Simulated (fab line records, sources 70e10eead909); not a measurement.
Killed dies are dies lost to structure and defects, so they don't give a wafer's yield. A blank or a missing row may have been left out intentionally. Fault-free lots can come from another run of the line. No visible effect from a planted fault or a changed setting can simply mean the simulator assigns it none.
Which tool is to blame?	flow nand-harc	14 lots with 40 wafers sampled at 5 steps, on a route of 1159 steps

## WHAT THE GAUGES READ, wafer by wafer
NHARC_THIN_TSV_CD_MEAS_37. Usual: cd-nm at 5001 nm, with a standard deviation of 3.
lot	measured	on	cd-nm (nm)	flag
L576	day 18 20:26	cd-sem-03	4998 5000 4998	
L577	day 19 11:14	cd-sem-02	5002 4999 5001	
L578	day 19 14:17	cd-sem-02	5005 5005 5001	
L579	day 19 12:22	cd-sem-02	5004 5003 5005	
L581	day 19 15:33	cd-sem-03	5000 4996 4996	
L580	day 20 13:44	cd-sem-02	4996 4999 4997	
L583	day 20 06:52	cd-sem-02	5000 5000 5001	
L584	day 20 20:56	cd-sem-01	5004 5003 5004	
L585	day 20 19:22	cd-sem-01	4998 5001 4998	
L586	day 21 11:05	cd-sem-01	5005 5005 5010	
L587	day 21 13:05	cd-sem-01	5001 5001 5000	
L590	day 21 18:32	cd-sem-03	5005	
L591	day 22 21:07	cd-sem-01	5005	
L599	day 24 11:42	cd-sem-03	5001 5005 4999	

NHARC_END_SORT_01. Usual: defect-limited-yield 95.4 %, standard deviation 1.8; killed-at-array 27, standard deviation 11; killed-at-other 0.7, standard deviation 1.1; killed-at-periphery 3.4, standard deviation 2.1; killed-dies 31, standard deviation 12; killed-open 3.6, standard deviation 2; killed-short 2.0, standard deviation 1.3; sort_bin_2_pct 1.5 %, standard deviation 0.71; sort_bin_3_pct 0.25 %, standard deviation 0.22; sort_bin_4_pct 2.9 %, standard deviation 1.2; sort-n-pass 646, standard deviation 12; sort-rim-yield-pct 95.0 %, standard deviation 2.5; sort-yield-pct 95.4 %, standard deviation 1.8.
lot	measured	on	defect-limited-yield (%)	killed-at-array	killed-at-other	killed-at-periphery	killed-dies	killed-open	killed-short	sort_bin_2_pct (%)	sort_bin_3_pct (%)	sort_bin_4_pct (%)	sort-n-pass	sort-rim-yield-pct (%)	sort-yield-pct (%)	flag
L590	day 22 02:53	prober-02	0 95.9	12 25	3 2	662 1	677 28	2 3	3 1	97.9 1.6	0.59 0.30	1.5 2.2	0 649	0 97.2	0 95.9	OFF
L591	day 23 04:37	prober-01	96.0 0	22 23	0 2	5 652	27 677	3 0	2 3	0.9 96.8	0 0	3.1 3.2	650 0	97.2 0	96.0 0	OFF

## WHICH TOOL RAN EACH LOT (tool, then ch and the chambers of the sampled wafers, then the start)
lot	NHARC_P_BONDPAD_PVD_27	NHARC_A_BONDPAD_DEGAS_25	NHARC_THIN_TSV_DEGAS_53
L576	pvd-sputter-01, day 6 13:40	pvd-sputter-01, day 17 21:11	pvd-sputter-03, day 18 17:51
L577	pvd-sputter-01, day 7 00:52	pvd-sputter-03, day 18 11:19	pvd-sputter-02, day 19 08:35
L578	pvd-sputter-03, day 7 02:04	pvd-sputter-01, day 18 11:58	pvd-sputter-03, day 19 11:33
L579	pvd-sputter-02, day 7 02:22	pvd-sputter-02, day 18 11:01	pvd-sputter-02, day 19 09:50
L581	pvd-sputter-03, day 7 12:56	pvd-sputter-02, day 18 16:25	pvd-sputter-03, day 19 12:58
L580	pvd-sputter-02, day 7 14:06	pvd-sputter-01, day 19 15:48	pvd-sputter-02, day 20 11:01
L583	pvd-sputter-03, day 7 21:28	pvd-sputter-03, day 19 08:18	pvd-sputter-01, day 20 04:05
L584	pvd-sputter-03, day 8 10:31	pvd-sputter-02, day 19 23:11	pvd-sputter-02, day 20 18:19
L585	pvd-sputter-03, day 8 11:31	pvd-sputter-02, day 19 21:50	pvd-sputter-03, day 20 16:50
L586	pvd-sputter-01, day 9 02:14	pvd-sputter-01, day 20 12:46	pvd-sputter-01, day 21 08:24
L587	pvd-sputter-01, day 9 03:37	pvd-sputter-02, day 20 11:53	pvd-sputter-02, day 21 09:46
L590	pvd-sputter-01, day 9 23:15	pvd-sputter-01, day 20 19:40	pvd-sputter-03, day 21 15:41
L591	pvd-sputter-01, day 10 04:17	pvd-sputter-02, day 21 19:00	pvd-sputter-02, day 22 18:32
L599	pvd-sputter-02, day 11 23:04	pvd-sputter-03, day 23 14:01	pvd-sputter-02, day 24 09:07
- NHARC_P_BONDPAD_PVD_27: deposits Cu, target thk 30 nm, time 20.49 s.
- NHARC_A_BONDPAD_DEGAS_25: time 60 s.
- NHARC_THIN_TSV_DEGAS_53: time 60 s.

## WHAT THE TOOLS THEMSELVES READ (means of the sampled wafers that have a number; where no wafer has one, the mark that the record gives instead)
NHARC_P_BONDPAD_PVD_27. Usual: throttle-valve-pct at 30.0 %, with a standard deviation of 0.92.
lot	tool	throttle-valve-pct (%)	flag
L576	pvd-sputter-01	30.4	
L577	pvd-sputter-01	31.0	
L578	pvd-sputter-03	30.1	
L579	pvd-sputter-02	29.9	
L581	pvd-sputter-03	29.1	
L580	pvd-sputter-02	29.5	
L583	pvd-sputter-03	29.8	
L584	pvd-sputter-03	29.3	
L585	pvd-sputter-03	29.9	
L586	pvd-sputter-01	30.3	
L587	pvd-sputter-01	30.0	
L590	pvd-sputter-01	30.1	
L591	pvd-sputter-01	30.4	
L599	pvd-sputter-02	29.4	

NHARC_A_BONDPAD_DEGAS_25. Usual: heater-power-w at 465 W, with a standard deviation of 63.
lot	tool	heater-power-w (W)	flag
L576	pvd-sputter-01	468	
L577	pvd-sputter-03	443	
L578	pvd-sputter-01	522	
L579	pvd-sputter-02	493	
L581	pvd-sputter-02	482	
L580	pvd-sputter-01	396	
L583	pvd-sputter-03	449	
L584	pvd-sputter-02	477	
L585	pvd-sputter-02	495	
L586	pvd-sputter-01	445	
L587	pvd-sputter-02	508	
L590	pvd-sputter-01	455	
L591	pvd-sputter-02	449	
L599	pvd-sputter-03	479	

NHARC_THIN_TSV_DEGAS_53. Usual: heater-power-w at 463 W, with a standard deviation of 59.
lot	tool	heater-power-w (W)	flag
L576	pvd-sputter-03	480	
L577	pvd-sputter-02	474	
L578	pvd-sputter-03	428	
L579	pvd-sputter-02	500	
L581	pvd-sputter-03	459	
L580	pvd-sputter-02	531	
L583	pvd-sputter-01	514	
L584	pvd-sputter-02	439	
L585	pvd-sputter-03	465	
L586	pvd-sputter-01	422	
L587	pvd-sputter-02	431	
L590	pvd-sputter-03	480	
L591	pvd-sputter-02	380	
L599	pvd-sputter-02	451	

## THE ANSWER, worked out from the rows above alone
Rule: take the mean of a lot's wafers that have a number; if it is more than 3 standard deviations from the usual mean, the lot is off. Also off: a lot with no number at a reading for which 4 or more lots have one. Where the step has rows for the other lots, those lots are counted as sound. Order of review: gauges by route order, followed by the tools' own readings, for which a lot's mean as printed above is used. At the first step where some lot is off, the reading lying furthest off is the one used; lots without a number count as furthest.
Off at NHARC_END_SORT_01 (killed-at-periphery): L590, L591. Neither off nor sound, because the step has no rows for them: L576, L577, L578, L579, L581, L580, L583, L584, L585, L586, L587, L599.
A tool fits if, at a process step before that reading, it ran every lot that is off, and no sound lot after the first of them. The gauges at NHARC_END_SORT_01 are tried like those tools. One candidate fits, namely pvd-sputter-01 at NHARC_P_BONDPAD_PVD_27. It ran no sound lot before its first lot that is off in this sample, so the start can't be narrowed down.

## WHAT THE SIMULATOR HAD INSERTED
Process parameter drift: pvd-sputter-01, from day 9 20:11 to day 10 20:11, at NHARC_P_BONDPAD_PVD_27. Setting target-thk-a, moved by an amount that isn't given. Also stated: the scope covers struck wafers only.
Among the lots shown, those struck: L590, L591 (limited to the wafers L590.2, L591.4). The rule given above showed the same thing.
